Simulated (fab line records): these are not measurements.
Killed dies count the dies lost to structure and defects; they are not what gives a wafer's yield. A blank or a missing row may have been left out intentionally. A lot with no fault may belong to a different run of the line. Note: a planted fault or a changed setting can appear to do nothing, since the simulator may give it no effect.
Chamber matching -- flow n5Finfet -- 4 sister chambers for N5_BEOL_M5_DESCUM_33 on rieDiel-01
The step chemistry O2, time 7 s. 8 wafers are shown with their chamber, then 8 later ones without.

EACH WAFER AND ITS CHAMBER
wafer,chamber,showerheadPlenumPTorr (Torr),throttleValvePct (%)
L082.5,1,2.23,19.97
L087.1,3,2.06,20.07
L087.2,1,2.22,20.00
L089.1,3,2.06,20.08
L088.1,0,2.09,20.11
L088.4,2,2.11,20.28
L088.6,0,2.09,20.11
L090.3,2,2.11,20.28

WAFERS MISSING THEIR CHAMBER
wafer,showerheadPlenumPTorr (Torr),throttleValvePct (%)
L090.4,2.09,20.12
L090.6,2.09,20.12
L091.2,2.22,20.03
L091.4,2.08,20.13
L091.6,2.11,20.28
L097.1,2.06,20.12
L097.2,2.11,20.29
L097.3,2.08,20.16

WHICH CHAMBER EACH WENT THROUGH
wafer,from the rows above,in truth
L090.4,0,0
L090.6,0,0
L091.2,1,1
L091.4,0,0
L091.6,2,2
L097.1,3,3
L097.2,2,2
L097.3,0,0
Correctly placed: 8 of 8. From these rows, 0 cannot be placed. Number placed wrongly: 0.
How it was worked out, from the rows above alone: a wafer's distance from a chamber is the root of the sum, over the readings, of the square of ((its reading less the chamber's mean) divided by the reading's scatter). If the next closest chamber is less than 2 further off than the closest, the wafer can't be placed; otherwise it belongs to the closest. A chamber's mean is the mean of its shown wafers. The scatter: take each reading less its chamber's mean, square it, sum over the shown wafers, divide by the number of wafers less the number of chambers, and take the root.
